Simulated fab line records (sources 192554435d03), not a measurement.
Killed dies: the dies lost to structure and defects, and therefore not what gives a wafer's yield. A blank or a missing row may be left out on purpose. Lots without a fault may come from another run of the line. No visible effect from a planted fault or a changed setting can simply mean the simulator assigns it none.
fab line records ; flow n5Finfet
record lots=6; wafers=17; lastDay=19
route steps=1938 shown MIM_BOT_ETCH@1867 PASS1_CAP@1873 TV_LITHO@1875 PASSIVATION@1936
lots that met no fault: from a run of the same line without faults
startH: hours from the record's first day to the start of the lot's first wafer shown ; waitH: hours from the lot's prior step to this one ; " as in the row above ; L1.1+2: a single row standing in for several wafers ; - no value present, or no start provided ; * or withheld: withheld ; < > ~ a bound
route shown NAME@n: names a module that has steps shown in the file, with the first one's number in the route ; usual: mean/standard deviation of fault-free wafers ; same: alike in all rows ; chamber/n: place in a boat ; sites: per-site readings ; _std_site: standard deviation across them ; _edge_site: the outer-site mean with the inner-site mean subtracted ; radiusMm: how far each site lies from the wafer's centre ; mask NAME#n: copy n ; behind: the last tool/chamber to shape the wafer ; hold: reason for holding the lot/hours on hold/outcome of the hold ; device: the transistor (n, p or np) that didn't switch ; end of line: the same wafers' tests at the end of the route ; for a step that has no rows: nothing shown but its recipe ; killed: the dies lost at the first sort to structure and to defects; this is not the yield of the wafer ; map: shows each die of a wafer: x if killed, . if not, _ if none is there
set.NAME: the setting that was run; set.NAME@STEP: the one run at that earlier step ; model.NAME: the simulator's own value behind a step, which no gauge read
lots at selected steps of the route; one table per step, one row per wafer
services: when a tool's chamber went out of use (startH, in hours from the record's first day, below 0 if earlier), for how many hours, and the reason
## steps
# step N5_MIM_BOT_ETCH_ETCH_03
# recipe chemistry=Cl2/BCl3; targetDepthA=120; pressureMtorr=8; icpW=800; biasW=100; Cl2_flow_sccm=20; bcl3FlowSccm=80
# usual chamberPressureMTorr=7.999/0.01; drypumpMotorCurrentA=5.8/0.6; oesProductAu=0.82/0.092; throttleValvePct=27.6/0.47
lot.wafer;tool;chamber;startH;waitH;chamberPressureMTorr;drypumpMotorCurrentA;oesProductAu;rfHoursCounterH;throttleValvePct
L733.1;rieMetal-02;1;289.71;0.1;7.987;6.7;0.68;102;27.8
L733.4;rieMetal-02;1;289.71;0.1;7.993;6.7;0.68;-;27.8
L733.6;rieMetal-02;0;289.71;0.1;7.989;5.3;0.89;-;27.1
L740.3;rieMetal-03;1;329.84;0.1;7.999;5.3;0.91;-;28.0
L740.5;rieMetal-03;0;329.84;0.1;8.000;6.7;0.84;-;26.8
L740.6;rieMetal-03;1;329.84;0.1;8.010;5.3;0.91;-;27.9
L738.1;rieMetal-02;1;338.15;0.1;8.007;6.7;0.67;106;27.8
L738.2;rieMetal-02;0;338.15;0.1;8.001;5.3;0.86;18;27.1
L738.6;rieMetal-02;0;338.15;0.1;8.007;5.3;0.87;-;27.1
L745.1;rieMetal-03;0;380.98;0.1;8.008;6.7;0.82;24;26.8
L745.5;rieMetal-03;1;380.98;0.1;7.991;5.3;0.88;-;28.0
L745.6;rieMetal-03;0;380.98;0.1;8.012;6.7;0.82;-;26.8
L746.4;rieMetal-02;0;381.91;0.1;8.005;5.3;0.84;-;27.1
L746.6;rieMetal-02;0;381.91;0.1;8.000;5.3;0.85;-;27.1
L755.1;rieMetal-01;0;441.95;0.1;8.005;5.9;0.93;4;27.9
L755.3;rieMetal-01;0;441.95;0.1;8.007;5.8;0.94;-;27.9
L755.5;rieMetal-01;1;441.95;0.1;7.999;5.4;0.79;-;27.8
# step N5_MIM_BOT_ETCH_ETCH_00
# recipe chemistry=Cl2/BCl3; target=TiN; targetDepthA=455; ionEnergyEv=150; pressureMtorr=10; icpW=1000; biasW=126; Cl2_flow_sccm=53.25; bcl3FlowSccm=21.75; Ar_flow_sccm=25
# usual chamberPressureMTorr=10.000/0.0085; drypumpMotorCurrentA=5.8/0.59; oesProductAu=0.82/0.092; throttleValvePct=22.0/0.38
lot.wafer;tool;chamber;startH;waitH;chamberPressureMTorr;drypumpMotorCurrentA;oesProductAu;rfHoursCounterH;throttleValvePct
L733.1;rieMetal-02;1;289.80;0.1;10.009;6.7;0.68;102;22.3
L733.4;rieMetal-02;1;289.80;0.1;9.998;6.7;0.68;-;22.3
L733.6;rieMetal-02;0;289.80;0.1;9.998;5.3;0.89;-;21.6
L740.3;rieMetal-03;1;329.94;0.1;9.990;5.2;0.90;-;22.1
L740.5;rieMetal-03;0;329.94;0.1;10.009;6.7;0.84;-;21.4
L740.6;rieMetal-03;1;329.94;0.1;10.002;5.3;0.90;-;22.2
L738.1;rieMetal-02;1;338.24;0.1;10.006;6.7;0.67;106;22.3
L738.2;rieMetal-02;0;338.24;0.1;9.995;5.3;0.87;19;21.6
L738.6;rieMetal-02;0;338.24;0.1;9.996;5.3;0.87;-;21.6
L745.1;rieMetal-03;0;381.07;0.1;9.992;6.7;0.82;25;21.4
L745.5;rieMetal-03;1;381.07;0.1;10.012;5.3;0.88;-;22.2
L745.6;rieMetal-03;0;381.07;0.1;9.994;6.8;0.82;-;21.4
L746.4;rieMetal-02;0;382.12;0.2;9.993;5.3;0.85;-;21.6
L746.6;rieMetal-02;0;382.12;0.2;10.000;5.3;0.86;-;21.6
L755.1;rieMetal-01;0;442.04;0.1;9.986;5.8;0.91;4;22.2
L755.3;rieMetal-01;0;442.04;0.1;10.001;5.8;0.93;-;22.2
L755.5;rieMetal-01;1;442.04;0.1;10.001;5.4;0.78;-;22.1
# step N5_MIM_BOT_ETCH_STRIP_01
# recipe chemistry=O2; powerW=600; tempC=60; pressureMtorr=30; rfFrequencyHz=6e+07; biasPowerW=0; overashFraction=0.5; o2FlowSccm=225
# usual chamberPressureMTorr=30.00/0.081; drypumpMotorCurrentA=5.54/0.29; oesProductAu=0.83/0.087; rfVppV=3.6/1.2; showerheadPlenumPTorr=2.10/0.083; throttleValvePct=16.50/0.25
lot.wafer;tool;chamber;startH;waitH;chamberPressureMTorr;drypumpMotorCurrentA;oesProductAu;rfHoursCounterH;rfVppV;showerheadPlenumPTorr;throttleValvePct
L733.1;rieDiel-04;0;289.94;0.1;30.09;5.52;0.69;260;5.1;2.06;16.69
L733.4;rieDiel-04;3;289.94;0.1;29.97;5.22;0.72;-;2.2;2.07;16.69
L733.6;rieDiel-04;0;289.94;0.1;30.07;5.57;0.69;-;3.5;2.06;16.73
L740.3;rieDiel-01;0;330.07;0.1;29.94;5.33;0.96;7;2.9;2.14;16.22
L740.5;rieDiel-01;2;330.07;0.1;30.11;5.79;0.71;-;4.9;1.98;16.89
L740.6;rieDiel-01;1;330.07;0.1;29.96;5.63;0.93;-;3.2;2.24;16.29
L738.1;rieDiel-01;3;338.38;0.1;30.01;5.25;0.79;96;4.4;2.01;16.52
L738.2;rieDiel-01;2;338.38;0.1;30.04;5.79;0.69;240;4.7;1.98;16.83
L738.6;rieDiel-01;1;338.38;0.1;30.09;5.65;0.94;-;2.4;2.24;16.29
L745.1;rieDiel-03;3;381.25;0.1;30.03;5.41;0.79;121;4.9;2.13;16.86
L745.5;rieDiel-03;0;381.25;0.1;29.97;5.82;0.84;-;4.9;2.12;16.13
L745.6;rieDiel-03;1;381.25;0.1;30.09;5.83;0.88;-;3.6;2.14;16.61
L746.4;rieDiel-03;0;382.26;0.1;29.85;5.83;0.85;73;1.3;2.12;16.16
L746.6;rieDiel-03;0;382.26;0.1;29.83;5.80;0.84;-;4.0;2.12;16.18
L755.1;rieDiel-04;3;442.20;0.1;30.16;5.21;0.95;6;3.9;2.05;16.31
L755.3;rieDiel-04;2;442.20;0.1;30.07;5.42;0.85;82;4.9;2.03;16.30
L755.5;rieDiel-04;3;442.20;0.1;29.96;5.21;0.92;-;2.4;2.05;16.32
# step N5_MIM_BOT_ETCH_STRIP_02
# recipe chemistry=postEtchResidueRemover; timeS=1200; tempC=72.5
# step N5_MIM_BOT_ETCH_CLEAN_05
# recipe chemistry=IPA; timeS=180; tempC=25
# step N5_MIM_BOT_ETCH_SRD_06
# recipe dry=ipaMarangoni; timeS=30; tempC=23; rinseLiquid=diw
# step N5_PASSIVATION_PECVD_55
# recipe material=SiO2; targetThkA=4000; tempC=400; precursor=SiH4/N2O; pressureTorr=2.7; rfW=608; timeS=22.5
# usual heaterPowerW=684/96; showerheadPlenumPTorr=8.15/0.058; throttleValvePct=52.3/2.9
lot.wafer;tool;chamber;startH;waitH;heaterPowerW;showerheadPlenumPTorr;throttleValvePct
L733.1;pecvd-02;2;290.44;0.0;767;8.06;49.7
L733.4;pecvd-02;2;290.44;0.0;766;8.06;49.7
L733.6;pecvd-02;0;290.44;0.0;562;8.12;53.2
L740.3;pecvd-02;2;330.57;0.0;744;8.04;49.9
L740.5;pecvd-02;0;330.57;0.0;438;8.11;53.2
L740.6;pecvd-02;1;330.57;0.0;623;8.15;50.1
L738.1;pecvd-01;1;338.88;0.0;780;8.26;57.8
L738.2;pecvd-01;0;338.88;0.0;728;8.09;49.7
L738.6;pecvd-01;0;338.88;0.0;755;8.11;49.2
L745.1;pecvd-03;0;381.75;0.0;511;8.10;51.5
L745.5;pecvd-03;1;381.75;0.0;825;8.21;55.0
L745.6;pecvd-03;2;381.75;0.0;795;8.20;51.0
L746.4;pecvd-03;0;382.79;0.0;614;8.09;51.7
L746.6;pecvd-03;1;382.79;0.0;801;8.20;55.2
L755.1;pecvd-02;2;442.70;0.0;698;8.07;50.9
L755.3;pecvd-02;0;442.70;0.0;518;8.11;54.0
L755.5;pecvd-02;1;442.70;0.0;651;8.14;50.2
# step N5_PASSIVATION_PECVD_01
# recipe material=SiNx; targetThkA=2000; tempC=400; precursor=SiH4/NH3/N2; pressureTorr=4.9; rfW=1406; timeS=43.2
# usual heaterPowerW=405/99; showerheadPlenumPTorr=8.67/0.042; throttleValvePct=29.6/1.6
lot.wafer;tool;chamber;startH;waitH;heaterPowerW;showerheadPlenumPTorr;throttleValvePct
L733.1;pecvd-02;2;290.47;0.0;493;8.60;28.0
L733.4;pecvd-02;2;290.47;0.0;498;8.60;28.0
L733.6;pecvd-02;0;290.47;0.0;257;8.65;30.0
L740.3;pecvd-02;2;330.61;0.0;459;8.61;28.0
L740.5;pecvd-02;0;330.61;0.0;160;8.63;30.2
L740.6;pecvd-02;1;330.61;0.0;366;8.64;28.5
L738.1;pecvd-01;1;338.91;0.0;493;8.74;33.0
L738.2;pecvd-01;0;338.91;0.0;454;8.62;28.2
L738.6;pecvd-01;0;338.91;0.0;461;8.64;28.0
L745.1;pecvd-03;0;381.78;0.0;302;8.64;29.3
L745.5;pecvd-03;1;381.78;0.0;499;8.69;31.3
L745.6;pecvd-03;2;381.78;0.0;428;8.68;28.8
L746.4;pecvd-03;0;382.83;0.0;235;8.63;29.1
L746.6;pecvd-03;1;382.83;0.0;463;8.68;30.9
L755.1;pecvd-02;2;442.73;0.0;389;8.59;28.6
L755.3;pecvd-02;0;442.73;0.0;174;8.61;30.5
L755.5;pecvd-02;1;442.73;0.0;356;8.69;28.4
# step N5_PASSIVATION_HMDS_03
# recipe timeS=60; tempC=120
# step N5_PASSIVATION_COAT_04
# recipe spinRpm=*; resistThkNm=*
# step N5_PASSIVATION_EBR_06
# recipe solvent=PGMEA; ebrWidthMm=1.5
# step N5_PASSIVATION_SOFTBAKE_05
# recipe tempC=100; timeS=90
# step N5_PASSIVATION_EXPOSE_07
# recipe maskId=TV; na=0.55; sourceShape=conventional; sigmaOuter=0.8; polarization=unpolarized; defocusNm=0; targetCdNm=3000; doseMj=22.75
# usual exposureDoseMJCm2=22.748/0.022
lot.wafer;tool;chamber;startH;waitH;mask;exposureDoseMJCm2
L733.1;krfScanner-02;0;290.86;-;TV#0;22.764
L733.4;krfScanner-02;0;290.86;-;TV#0;22.758
L733.6;krfScanner-02;0;290.86;-;TV#0;22.724
L740.3;krfScanner-02;0;331.59;-;TV#0;22.779
L740.5;krfScanner-02;0;331.59;-;TV#0;22.783
L740.6;krfScanner-02;0;331.59;-;TV#0;22.752
L738.1;krfScanner-02;0;339.34;-;TV#0;22.763
L738.2;krfScanner-02;0;339.34;-;TV#0;22.764
L738.6;krfScanner-02;0;339.34;-;TV#0;22.762
L745.1;krfScanner-02;0;382.09;-;TV#0;22.752
L745.5;krfScanner-02;0;382.09;-;TV#0;22.732
L745.6;krfScanner-02;0;382.09;-;TV#0;22.706
L746.4;krfScanner-02;0;385.00;-;TV#0;22.767
L746.6;krfScanner-02;0;385.00;-;TV#0;22.755
L755.1;krfScanner-01;0;442.94;-;TV#0;22.778
L755.3;krfScanner-01;0;442.94;-;TV#0;22.770
L755.5;krfScanner-01;0;442.94;-;TV#0;22.723
# step N5_PASSIVATION_PEB_08
# recipe pebTempC=withheld; pebTimeS=*
# step N5_PASSIVATION_DEVELOP_09
# recipe developTimeS=60; rinseLiquid=diw; dry=airSpin; devTempC=21
# step N5_PASSIVATION_HARDBAKE_11
# recipe tempC=130; timeS=120
# step N5_PASSIVATION_CD_MEAS_10
# recipe targetCdNm=3000; landingEnergyEv=500; detector=seInlens
# usual cdNm=3001.2/2.1
lot.wafer;tool;chamber;startH;waitH;cdNm
L733.1;cdSem-03;0;291.03;-;3002.1
L733.4;cdSem-03;0;291.03;-;3005.0
L733.6;cdSem-03;0;291.03;-;3004.9
L740.3;cdSem-03;0;331.76;-;2998.3
L740.5;cdSem-03;0;331.76;-;3002.5
L740.6;cdSem-03;0;331.76;-;3002.0
L738.1;cdSem-03;0;339.51;-;3000.2
L738.2;cdSem-03;0;339.51;-;2998.9
L738.6;cdSem-03;0;339.51;-;3004.2
L745.1;cdSem-03;0;382.27;-;2999.1
L745.5;cdSem-03;0;382.27;-;3015.7
L745.6;cdSem-03;0;382.27;-;2999.7
L746.4;cdSem-03;0;385.16;-;3016.1
L746.6;cdSem-03;0;385.16;-;3003.5
L755.1;cdSem-03;0;443.12;-;3000.6
L755.3;cdSem-03;0;443.12;-;3002.9
L755.5;cdSem-03;0;443.12;-;3002.0
# step N5_PASSIVATION_OVL_MEAS_60
# recipe pointsPerWafer=44
# usual TV_OVL=3/5.5
lot.wafer;tool;chamber;startH;waitH;TV_OVL[nm]
L733.1;overlay-01;0;291.06;0.0;3
L733.4;overlay-01;0;291.06;0.0;6
L733.6;overlay-01;0;291.06;0.0;4
L740.3;overlay-01;0;331.79;0.0;5
L740.5;overlay-01;0;331.79;0.0;-1
L740.6;overlay-01;0;331.79;0.0;1
L738.1;overlay-01;0;339.54;0.0;4
L738.2;overlay-01;0;339.54;0.0;9
L738.6;overlay-01;0;339.54;0.0;14
L745.1;overlay-01;0;382.30;0.0;6
L745.5;overlay-01;0;382.30;0.0;6
L745.6;overlay-01;0;382.30;0.0;6
L746.4;overlay-02;0;385.19;0.0;2
L746.6;overlay-02;0;385.19;0.0;-1
L755.1;overlay-02;0;443.15;0.0;1
L755.3;overlay-02;0;443.15;0.0;3
L755.5;overlay-02;0;443.15;0.0;-4
# step N5_PASSIVATION_PROBE_49
# usual defectLimitedYield=91.3/1.4; killed_at_M0_to_M3=33/11; killed_at_M4_up=15/6.2; killedAtContacts=13/6.5; killedAtFrontEnd=38/11; killedAtOther=3.4/2.6; killedDies=102/17; killedOpen=67/12; killedShort=34/7.9; sort_bin_5_function=5.1/0.88; sort_bin_6_memory=3.3/0.65; sortNPass=1078/17; sortYieldPct=91.3/1.4
# same grossDies=1180; killedAtBackSide=0; sort_bin_4_leakage[%]=0; sort_bin_8_speed[%]=0
lot.wafer;tool;chamber;startH;waitH;defectLimitedYield[%];killed_at_M0_to_M3;killed_at_M4_up;killedAtContacts;killedAtFrontEnd;killedAtOther;killedDies;killedOpen;killedShort;sort_bin_5_function[%];sort_bin_6_memory[%];sortNPass;sortYieldPct[%]
L733.1;prober-02;-;297.59;0.0;90.8;26;7;34;34;7;108;72;36;5.5;3.5;1072;90.8
L733.4;prober-02;-;297.74;0.2;90.0;36;8;13;57;4;118;79;39;5.3;4.4;1062;90.0
L733.6;prober-02;-;297.84;0.3;90.8;38;15;8;48;0;109;75;29;4.7;3.7;1071;90.8
L740.3;prober-02;-;340.47;0.1;90.1;32;9;10;59;7;117;59;49;6.0;3.1;1063;90.1
L740.5;prober-02;-;340.57;0.2;91.4;38;14;12;31;6;101;59;38;4.6;3.7;1079;91.4
L740.6;prober-02;-;340.62;0.3;90.3;50;18;10;32;5;115;82;29;5.3;4.1;1065;90.3
L738.1;prober-01;-;346.02;0.0;90.5;34;12;18;48;0;112;69;39;5.4;3.5;1068;90.5
L738.2;prober-01;-;346.07;0.1;90.8;40;12;6;43;8;109;73;35;5.3;3.3;1071;90.8
L738.6;prober-01;-;346.27;0.3;92.5;29;10;15;30;5;89;62;27;4.2;2.9;1091;92.5
L745.1;prober-02;-;388.84;0.0;93.3;39;11;6;19;4;79;52;25;4.2;2.4;1101;93.3
L745.5;prober-02;-;389.04;0.2;94.2;17;9;13;24;5;68;43;25;3.6;1.9;1112;94.2
L745.6;prober-02;-;389.09;0.3;94.2;20;13;10;23;3;69;45;23;3.3;2.5;1111;94.2
L746.4;prober-01;-;392.02;0.2;93.3;19;10;8;41;1;79;47;31;4.3;2.2;1101;93.3
L746.6;prober-01;-;392.12;0.3;93.9;23;15;8;22;4;72;55;17;3.9;2.1;1108;93.9
# killed by level:class
L733.1 MOL_CONTACT_COAG:geometricParticle:open=26 MOL_CONTACT_COAG:geometricParticle:short=8 BEOL_M3:geometricParticle:open=8 FIN_SAQP:geometricParticle:short=6 ILD0:geometricParticle:short=6 BEOL_M0_SAQP:geometricParticle:short=5 BEOL_M0_SAQP:geometricParticle:open=5 DUMMY_GATE:geometricParticle:open=4
L733.4 STI_FIN_REVEAL:geometricParticle:open=13 BEOL_M1:geometricParticle:open=12 MOL_CONTACT_COAG:geometricParticle:open=11 FIN_SAQP:geometricParticle:short=10 FIN_SAQP:geometricParticle:open=9 BEOL_M3:geometricParticle:open=9 GATE_CUT:geometricParticle:short=8 BEOL_M0:geometricParticle:open=5
L733.6 STI_FIN_REVEAL:geometricParticle:open=10 FIN_SAQP:geometricParticle:open=9 BEOL_M3:geometricParticle:open=9 FIN_SAQP:geometricParticle:short=8 MOL_CONTACT_COAG:geometricParticle:open=7 BEOL_M4:geometricParticle:open=7 BEOL_M0:geometricParticle:open=5 BEOL_M0_SAQP:geometricParticle:open=5
L740.3 FIN_SAQP:geometricParticle:short=22 BEOL_M3:geometricParticle:open=8 HKMG_FIN:areaEtch=7 FIN_SAQP:geometricParticle:open=6 MOL_CONTACT_COAG:geometricParticle:open=6 BEOL_M0_SAQP:geometricParticle:short=6 BEOL_M0_SAQP:geometricParticle:open=5 BEOL_M2:geometricParticle:open=5
L740.5 BEOL_M0_SAQP:geometricParticle:open=13 FIN_SAQP:geometricParticle:short=12 BEOL_M0_SAQP:geometricParticle:short=12 MOL_CONTACT_COAG:geometricParticle:open=11 BEOL_M4:geometricParticle:open=8 FIN_SAQP:geometricParticle:open=6 BEOL_M1:geometricParticle:open=4 BEOL_M3:geometricParticle:open=4
L740.6 BEOL_M3:geometricParticle:open=16 FIN_SAQP:geometricParticle:open=14 BEOL_M0_SAQP:geometricParticle:short=9 MOL_CONTACT_COAG:geometricParticle:open=9 BEOL_M0_SAQP:geometricParticle:open=8 BEOL_M4:geometricParticle:open=7 STI_FIN_REVEAL:geometricParticle:open=6 BEOL_M0:geometricParticle:open=6
L738.1 MOL_CONTACT_COAG:geometricParticle:open=13 STI_FIN_REVEAL:geometricParticle:open=12 BEOL_M2:geometricParticle:open=10 FIN_SAQP:geometricParticle:open=8 BEOL_M0_SAQP:geometricParticle:short=6 GATE_CUT:geometricParticle:short=5 MOL_CONTACT_COAG:geometricParticle:short=5 BEOL_M2:geometricParticle:short=5
L738.2 STI_FIN_REVEAL:geometricParticle:open=13 BEOL_M0_SAQP:geometricParticle:short=10 BEOL_M2:geometricParticle:open=10 FIN_SAQP:geometricParticle:open=9 BEOL_M1:geometricParticle:open=7 BEOL_M4:geometricParticle:open=6 FIN_SAQP:geometricParticle:short=4 GATE_CUT:geometricParticle:open=4
L738.6 MOL_CONTACT_COAG:geometricParticle:open=12 BEOL_M2:geometricParticle:open=11 STI_FIN_REVEAL:geometricParticle:open=5 DUMMY_GATE:geometricParticle:open=5 GATE_CUT:geometricParticle:short=5 FIN_SAQP:geometricParticle:open=4 BEOL_M0_SAQP:geometricParticle:short=4 BEOL_M1:geometricParticle:open=4
L745.1 BEOL_M1:geometricParticle:open=11 BEOL_M2:geometricParticle:open=8 FIN_SAQP:geometricParticle:open=5 BEOL_M0_SAQP:geometricParticle:open=5 BEOL_M0_SAQP:geometricParticle:short=5 BEOL_M3:geometricParticle:short=4 STI_FIN_REVEAL:geometricParticle:open=3 MOL_CONTACT_COAG:geometricParticle:short=3
L745.5 FIN_SAQP:geometricParticle:open=8 MOL_CONTACT_COAG:geometricParticle:open=8 MOL_CONTACT_COAG:geometricParticle:short=5 BEOL_M5:geometricParticle:short=5 BEOL_M0_SAQP:geometricParticle:open=4 STARTING-WAFER:geometricParticle:open=4 BEOL_M0_SAQP:geometricParticle:short=3 BEOL_M1:geometricParticle:open=3
L745.6 MOL_CONTACT_COAG:geometricParticle:open=7 FIN_SAQP:geometricParticle:open=4 BEOL_M1:geometricParticle:open=4 BEOL_M6:geometricParticle:open=4 STARTING-WAFER:geometricParticle:short=4 STARTING-WAFER:geometricParticle:open=4 GATE_CUT:geometricParticle:short=3 MOL_CONTACT_COAG:geometricParticle:short=3
L746.4 GATE_CUT:geometricParticle:short=11 BEOL_M3:geometricParticle:open=6 MOL_CONTACT_COAG:geometricParticle:open=6 STI_FIN_REVEAL:geometricParticle:open=5 BEOL_M4:geometricParticle:open=5 FIN_SAQP:geometricParticle:short=4 ILD0:geometricParticle:short=4 FIN_SAQP:geometricParticle:open=3
L746.6 MOL_CONTACT_COAG:geometricParticle:open=8 BEOL_M4:geometricParticle:open=7 BEOL_M0_SAQP:geometricParticle:open=6 BEOL_M1:geometricParticle:open=6 STI_FIN_REVEAL:geometricParticle:open=5 BEOL_M5:geometricParticle:open=4 FIN_SAQP:geometricParticle:short=3 BEOL_M0_SAQP:geometricParticle:short=3
## services
tool;chamber;startH;hours;kind
krfScanner-02;-;269.82;1.0;pm
krfScanner-02;-;273.73;0.8;pm
pecvd-01;1;276.42;5.0;repair
rieMetal-03;-;282.04;1.4;pm
pecvd-03;2;282.52;4.5;repair
pecvd-03;-;284.37;1.2;repair
rieDiel-03;0;285.15;18.7;repair
krfScanner-02;-;291.61;0.5;repair
rieMetal-02;-;297.88;2.8;pm
rieMetal-01;-;305.91;15.6;pm
rieMetal-01;-;340.07;2.8;pm
pecvd-01;-;350.02;2.8;repair
rieDiel-03;2;360.21;3.0;repair
krfScanner-02;-;368.28;1.3;pm
rieMetal-01;0;397.93;7.1;repair
rieDiel-04;3;400.12;6.5;repair
rieDiel-03;-;404.61;0.9;repair
pecvd-01;1;425.97;6.5;repair
rieDiel-01;0;430.11;1.5;repair
rieDiel-03;0;432.56;3.0;repair
krfScanner-02;-;438.82;1.0;pm
krfScanner-02;-;440.60;1.7;repair
pecvd-03;1;440.81;14.0;repair
krfScanner-02;-;442.53;0.8;pm
## key
firstSign step=N5_PASSIVATION_CD_MEAS_10; reading=cdNm; direction=up; sigmas=7.1; usual=3001.2; struck=3015.9
effect none on later readings
metAt N5_PASSIVATION_EXPOSE_07
struckWafers L745.5,L746.4
onsetBetween 339.34 382.09
fault kind=processParameterDrift; tool=krfScanner-02; chamber=-; onsetH=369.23; steps=N5_PASSIVATION_EXPOSE_07; channel=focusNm; offset=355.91; shape=step; endH=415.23; scope=struckWafersOnly
